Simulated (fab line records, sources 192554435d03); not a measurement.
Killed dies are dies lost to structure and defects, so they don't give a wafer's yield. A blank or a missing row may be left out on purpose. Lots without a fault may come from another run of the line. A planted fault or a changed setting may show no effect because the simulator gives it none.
Chamber matching | flow n5_finfet | N5_BEOL_M9_CURE_71 on uv_cure-02: 3 sister chambers
The step cures SiCOH lowk, time 240 s. 3 wafers are shown with their chamber, then 12 later ones without.

WAFERS WITH THEIR CHAMBER
wafer  | chamber | wafer_temp_C_max
L084.4 | 1       | 386.5
L085.6 | 2       | 386.1
L088.6 | 0       | 387.3

WAFERS WITHOUT THEIR CHAMBER
wafer  | wafer_temp_C_max
L090.2 | 387.2
L090.3 | 386.6
L090.5 | 386.8
L095.2 | 387.5
L095.4 | 387.0
L095.5 | 386.8
L097.3 | 386.8
L097.4 | 386.1
L097.6 | 387.0
L096.1 | 386.5
L096.4 | 387.4
L096.6 | 386.8

WHICH CHAMBER EACH WENT THROUGH
wafer  | from the rows above          | in truth
L090.2 | 0                            | 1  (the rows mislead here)
L090.3 | can't be placed: 1 or 2      | 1
L090.5 | can't be placed: 1 or 0 or 2 | 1
L095.2 | 0                            | 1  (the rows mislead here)
L095.4 | can't be placed: 0 or 1      | 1
L095.5 | can't be placed: 1 or 0 or 2 | 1
L097.3 | can't be placed: 1 or 0 or 2 | 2
L097.4 | can't be placed: 2 or 1      | 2
L097.6 | can't be placed: 0 or 1      | 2
L096.1 | can't be placed: 1 or 2      | 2
L096.4 | 0                            | 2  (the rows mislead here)
L096.6 | can't be placed: 1 or 0 or 2 | 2
Placed correctly: 0 of 12. Can't be placed from these rows: 9 (the true chamber is among the candidates in 8). Placed wrongly: 3.
How it was worked out, from the rows above alone: a wafer's distance from a chamber is the root of the sum, over the readings, of the square of ((its reading less the chamber's mean) divided by the reading's scatter). The wafer belongs to the nearest chamber; if the next one is less than 2 further off, it can't be placed. A chamber's mean is the mean of its shown wafers. The scatter: with one shown wafer a chamber, the root of the mean of the squares of how far each hidden wafer lies from its nearest shown one.
